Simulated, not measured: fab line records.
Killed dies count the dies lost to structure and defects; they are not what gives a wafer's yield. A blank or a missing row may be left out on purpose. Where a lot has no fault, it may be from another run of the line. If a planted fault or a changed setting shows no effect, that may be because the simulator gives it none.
Matching of chambers | flow n5Finfet | N5_BEOL_M10_CURE_72 on uvCure-02 has 3 sister chambers
The step cures SiCOH lowk, time 120 s. 3 wafers are shown with their chamber, then 10 later ones without.

== WAFERS PAIRED WITH THEIR CHAMBERS ==
wafer  | chamber | lampPowerPct (%)
L074.5 | 1       | 52.28
L087.5 | 0       | 52.32
L088.5 | 2       | 52.20

== WAFERS WITHOUT THEIR CHAMBER ==
wafer  | lampPowerPct (%)
L088.6 | 52.21
L094.3 | 52.25
L094.5 | 52.31
L094.6 | 52.28
L093.1 | 52.30
L093.3 | 52.32
L093.5 | 52.22
L097.1 | 52.30
L097.3 | 52.22
L097.4 | 52.30

== EACH ONE'S CHAMBER ==
wafer  | from the rows above     | in truth
L088.6 | 2                       | 2
L094.3 | can't be placed: 1 or 2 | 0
L094.5 | can't be placed: 0 or 1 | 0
L094.6 | 1                       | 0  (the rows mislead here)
L093.1 | can't be placed: 1 or 0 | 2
L093.3 | 0                       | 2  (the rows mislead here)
L093.5 | 2                       | 2
L097.1 | can't be placed: 1 or 0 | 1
L097.3 | 2                       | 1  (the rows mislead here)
L097.4 | can't be placed: 1 or 0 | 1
Correctly placed: 2 of 10. These rows do not allow placing 5 (true chamber among the candidates in 3). Number placed wrongly: 3.
How it was worked out, from the rows above alone: a wafer's distance from a chamber is the root of the sum, over the readings, of the square of ((its reading less the chamber's mean) divided by the reading's scatter). If the next closest chamber is less than 2 further off than the closest, the wafer can't be placed; otherwise it belongs to the closest. A chamber's mean is the mean of its shown wafers. The scatter (one wafer shown for each chamber): square how far every hidden wafer sits from the nearest shown wafer, average those squares and take the square root.
